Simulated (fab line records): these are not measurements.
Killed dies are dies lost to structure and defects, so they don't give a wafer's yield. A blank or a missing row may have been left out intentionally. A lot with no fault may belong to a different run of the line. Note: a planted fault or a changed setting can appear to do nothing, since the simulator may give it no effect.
Matching of chambers + flow nand_harc + NHARC_A_STAIRCASE_TRIM_220 on rie_diel-07 has 4 sister chambers
The step chemistry O2, time 211.2 s. 33 wafers are shown with their chamber, then 12 later ones without.

EACH WAFER AND ITS CHAMBER
| wafer  | chamber | showerhead_plenum_p_Torr (Torr) | drypump_motor_current_A (A) | rf_vpp_V (V) |
|--------|---------|---------------------------------|-----------------------------|--------------|
| L074.4 | 3       | 3.66                            | 5.9                         | 58.8         |
| L074.5 | 2       | 3.34                            | 5.6                         | 57.5         |
| L074.6 | 1       | 3.51                            | 6.0                         | 57.4         |
| L076.1 | 0       | 3.49                            | 5.1                         | 57.9         |
| L076.2 | 3       | 3.66                            | 5.9                         | 57.9         |
| L076.6 | 1       | 3.51                            | 6.1                         | 58.7         |
| L084.1 | 0       | 3.48                            | 5.2                         | 57.2         |
| L084.3 | 2       | 3.32                            | 5.6                         | 56.0         |
| L084.5 | 3       | 3.64                            | 5.9                         | 57.9         |
| L084.2 | 3       | 3.64                            | 5.9                         | 60.0         |
| L084.4 | 1       | 3.49                            | 6.0                         | 57.7         |
| L084.6 | 2       | 3.32                            | 5.7                         | 58.5         |
| L083.3 | 0       | 3.48                            | 5.1                         | 57.7         |
| L083.4 | 3       | 3.64                            | 5.9                         | 59.1         |
| L083.6 | 0       | 3.48                            | 5.1                         | 58.5         |
| L088.3 | 1       | 3.49                            | 6.0                         | 57.6         |
| L088.4 | 3       | 3.63                            | 5.9                         | 58.7         |
| L088.5 | 3       | 3.63                            | 5.8                         | 59.4         |
| L089.1 | 2       | 3.31                            | 5.6                         | 56.4         |
| L089.3 | 0       | 3.47                            | 5.1                         | 58.7         |
| L089.5 | 2       | 3.31                            | 5.7                         | 56.5         |
| L089.2 | 3       | 3.63                            | 5.9                         | 57.3         |
| L089.4 | 1       | 3.49                            | 6.0                         | 58.1         |
| L089.6 | 3       | 3.63                            | 5.9                         | 56.8         |
| L090.3 | 1       | 3.49                            | 6.0                         | 58.3         |
| L090.4 | 3       | 3.63                            | 5.9                         | 58.7         |
| L090.6 | 2       | 3.31                            | 5.7                         | 56.1         |
| L093.4 | 2       | 3.30                            | 5.7                         | 56.9         |
| L093.5 | 1       | 3.48                            | 6.0                         | 58.3         |
| L093.6 | 2       | 3.30                            | 5.7                         | 57.3         |
| L095.1 | 1       | 3.47                            | 6.0                         | 58.4         |
| L095.4 | 3       | 3.62                            | 5.9                         | 57.9         |
| L095.6 | 0       | 3.46                            | 5.1                         | 58.4         |

SIGNATURES (means of the wafers above)
| reading                  | chamber 0 | chamber 1 | chamber 2 | chamber 3 | scatter within a chamber |
|--------------------------|-----------|-----------|-----------|-----------|--------------------------|
| showerhead_plenum_p_Torr | 3.4767    | 3.4912    | 3.3137    | 3.6373    | 0.0126                   |
| drypump_motor_current_A  | 5.117     | 6.013     | 5.662     | 5.891     | 0.0394                   |
| rf_vpp_V                 | 58.067    | 58.062    | 56.900    | 58.409    | 0.763                    |
Rule: for each reading, subtract the chamber's mean from the wafer's reading, divide by that reading's scatter and square the result; add these up over the readings and take the root, which gives the wafer's distance from the chamber. The wafer belongs to the nearest chamber; if the next one is less than 2 further off, it can't be placed. The scatter is the square root of a quotient: the sum, over the shown wafers, of each reading's squared deviation from its chamber's mean, divided by wafers minus chambers.

WAFERS WITH NO CHAMBER GIVEN
| wafer  | showerhead_plenum_p_Torr (Torr) | drypump_motor_current_A (A) | rf_vpp_V (V) |
|--------|---------------------------------|-----------------------------|--------------|
| L096.1 | 3.47                            | 6.1                         | 56.7         |
| L096.3 | 3.62                            | 5.9                         | 57.5         |
| L096.4 | 3.47                            | 6.1                         | 57.3         |
| L096.2 | 3.30                            | 5.7                         | 58.1         |
| L096.5 | 3.30                            | 5.7                         | 58.1         |
| L096.6 | 3.62                            | 5.9                         | 58.8         |
| L097.2 | 3.62                            | 5.9                         | 58.8         |
| L097.3 | 3.30                            | 5.6                         | 55.7         |
| L097.5 | 3.30                            | 5.6                         | 57.8         |
| L097.1 | 3.47                            | 6.0                         | 59.2         |
| L097.4 | 3.62                            | 5.9                         | 57.1         |
| L097.6 | 3.47                            | 6.0                         | 54.6         |

CHAMBER TAKEN BY EACH
| wafer  | from the rows above | in truth |
|--------|---------------------|----------|
| L096.1 | 1                   | 1        |
| L096.3 | 3                   | 3        |
| L096.4 | 1                   | 1        |
| L096.2 | 2                   | 2        |
| L096.5 | 2                   | 2        |
| L096.6 | 3                   | 3        |
| L097.2 | 3                   | 3        |
| L097.3 | 2                   | 2        |
| L097.5 | 2                   | 2        |
| L097.1 | 1                   | 1        |
| L097.4 | 3                   | 3        |
| L097.6 | 1                   | 1        |
Placed correctly: 12 of 12. From these rows, 0 cannot be placed. Number placed wrongly: 0.
